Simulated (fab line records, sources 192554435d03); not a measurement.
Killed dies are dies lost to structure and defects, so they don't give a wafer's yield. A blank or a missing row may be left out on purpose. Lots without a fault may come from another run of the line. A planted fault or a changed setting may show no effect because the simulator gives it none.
Split-lot experiment | flow n5_finfet | 7 lots, 39 wafers read, on a route of 1938 steps

THE SPLIT
At N5_DUMMY_GATE_ETCH_31 (etches SiO2 in C4F6/O2, target depth 82.5 nm, time 27.5 s), the setting target_depth_a was moved away from the recipe's 825 angstrom on 12 of the 39 wafers read, by -8.4% to +9.1%. The other wafers ran this setting at the recipe's value.

The reading is taken at the split's own step.

THE READING
SOC_of_DUMMY_GATE_COAT_34.thk_nm (the simulator's own value, which no gauge read), in nm, at N5_DUMMY_GATE_ETCH_31 (etches SiO2 in C4F6/O2, target depth 82.5 nm, time 27.5 s). The file gives no usual value for it. The 27 wafers here that ran the recipe average 51.8 nm, standard deviation 0.22 nm.

wafer  | tool, chamber at the split | target_depth_a as run, angstrom | against the recipe | SOC_of_DUMMY_GATE_COAT_34.thk_nm, nm | against lot-mates on the recipe
L076.1 | rie_diel-05, 3             | 825                             | recipe             | 51.6                                 | -
L076.2 | rie_diel-05, 2             | 755.8                           | -8.4%              | 52.6                                 | +0.9
L076.3 | rie_diel-05, 1             | 825                             | recipe             | 51.6                                 | -
L076.4 | rie_diel-05, 0             | 755.8                           | -8.4%              | 52.6                                 | +0.9
L076.5 | rie_diel-05, 3             | 825                             | recipe             | 51.8                                 | -
L076.6 | rie_diel-05, 0             | 755.8                           | -8.4%              | 52.6                                 | +0.9
L080.1 | rie_diel-04, 2             | 825                             | recipe             | 52.4                                 | -
L080.2 | rie_diel-04, 0             | 896.9                           | +8.7%              | 51.4                                 | -0.8
L080.3 | rie_diel-04, 1             | 896.9                           | +8.7%              | 51.6                                 | -0.6
L080.4 | rie_diel-04, 0             | 825                             | recipe             | 52                                   | -
L080.5 | rie_diel-04, 1             | 825                             | recipe             | 52.2                                 | -
L080.6 | rie_diel-04, 2             | 896.9                           | +8.7%              | 51.2                                 | -1.0
L083.1 | rie_diel-06, 3             | 825                             | recipe             | 51.6                                 | -
L083.2 | rie_diel-06, 2             | 825                             | recipe             | 51.8                                 | -
L083.4 | rie_diel-06, 1             | 825                             | recipe             | 51.8                                 | -
L085.1 | rie_diel-05, 0             | 825                             | recipe             | 52                                   | -
L085.2 | rie_diel-05, 2             | 825                             | recipe             | 51.8                                 | -
L085.3 | rie_diel-05, 1             | 825                             | recipe             | 52                                   | -
L085.4 | rie_diel-05, 3             | 825                             | recipe             | 52                                   | -
L085.5 | rie_diel-05, 1             | 825                             | recipe             | 51.8                                 | -
L085.6 | rie_diel-05, 2             | 825                             | recipe             | 52                                   | -
L090.1 | rie_diel-04, 2             | 825                             | recipe             | 51.8                                 | -
L090.2 | rie_diel-04, 1             | 825                             | recipe             | 51.6                                 | -
L090.3 | rie_diel-04, 0             | 825                             | recipe             | 51.6                                 | -
L090.4 | rie_diel-04, 1             | 825                             | recipe             | 52                                   | -
L090.5 | rie_diel-04, 2             | 825                             | recipe             | 51.6                                 | -
L090.6 | rie_diel-04, 0             | 825                             | recipe             | 51.6                                 | -
L091.1 | rie_diel-06, 3             | 796.6                           | -3.4%              | 51.8                                 | +0.2
L091.2 | rie_diel-06, 1             | 825                             | recipe             | 51.4                                 | -
L091.3 | rie_diel-06, 0             | 796.6                           | -3.4%              | 51.8                                 | +0.2
L091.4 | rie_diel-06, 2             | 825                             | recipe             | 51.8                                 | -
L091.5 | rie_diel-06, 2             | 825                             | recipe             | 51.6                                 | -
L091.6 | rie_diel-06, 1             | 796.6                           | -3.4%              | 51.8                                 | +0.2
L094.1 | rie_diel-06, 1             | 900                             | +9.1%              | 51.2                                 | -0.6
L094.2 | rie_diel-06, 3             | 825                             | recipe             | 51.8                                 | -
L094.3 | rie_diel-06, 0             | 825                             | recipe             | 51.6                                 | -
L094.4 | rie_diel-06, 2             | 900                             | +9.1%              | 51.2                                 | -0.6
L094.5 | rie_diel-06, 2             | 900                             | +9.1%              | 51.2                                 | -0.6
L094.6 | rie_diel-06, 1             | 825                             | recipe             | 52                                   | -

THE FIT
A straight line over all 39 wafers: SOC_of_DUMMY_GATE_COAT_34.thk_nm changes by -0.0655 nm for each +1% of target_depth_a; r = -0.79; the points scatter about the line by 0.22 nm.
The same after taking each lot's own level away (the mean of its wafers on the recipe; 39 wafers): -0.0875 nm for each +1%; r = -0.93; scatter 0.15 nm.
On that fit, the largest move of target_depth_a shifts the reading by 0.8 nm.
The lots' own levels span 51.60 to 52.20 nm, that is 2.7 times the standard deviation above.
So the lot-to-lot level blurs the effect unless lot-mates are compared.
Check: with one of the wafers moved furthest among these (+9.1%) left out of the fit, the line predicts -0.802 nm for it against its lot-mates. It came out at -0.6 nm against them.

OTHER SPLITS ON THESE WAFERS
These wafers also went through other splits before the reading. Each is held against what the fit with the lots' levels taken away leaves over:
other split on the same wafers  | wafers away from the commonest value | r with SOC_of_DUMMY_GATE_COAT_34.thk_nm (lot level and that fit taken away)
N5_DUMMY_GATE_EXPOSE_12 dose_mj | 18                                   | -0.13
N5_DUMMY_GATE_ETCH_37 source_w  | 15                                   | +0.19

THE WHOLE CHAIN: every reading that the file lists as answering this split, in the file's order
step                  | what it does                                              | reading                                                                           | change (the file's fit)               | r (the file's)
N5_DUMMY_GATE_ETCH_31 | etches SiO2 in C4F6/O2, target depth 82.5 nm, time 27.5 s | etch.depth_nm (the simulator's own value, which no gauge read)                    | +0.851 nm for each +1% of the setting | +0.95
N5_DUMMY_GATE_ETCH_31 | etches SiO2 in C4F6/O2, target depth 82.5 nm, time 27.5 s | SOC_of_DUMMY_GATE_COAT_34.thk_nm (the simulator's own value, which no gauge read) | -0.087 nm for each +1% of the setting | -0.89

THE FILE'S OWN FIT
SOC_of_DUMMY_GATE_COAT_34.thk_nm changes by -0.087 nm for each +1% of target_depth_a, r = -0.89.
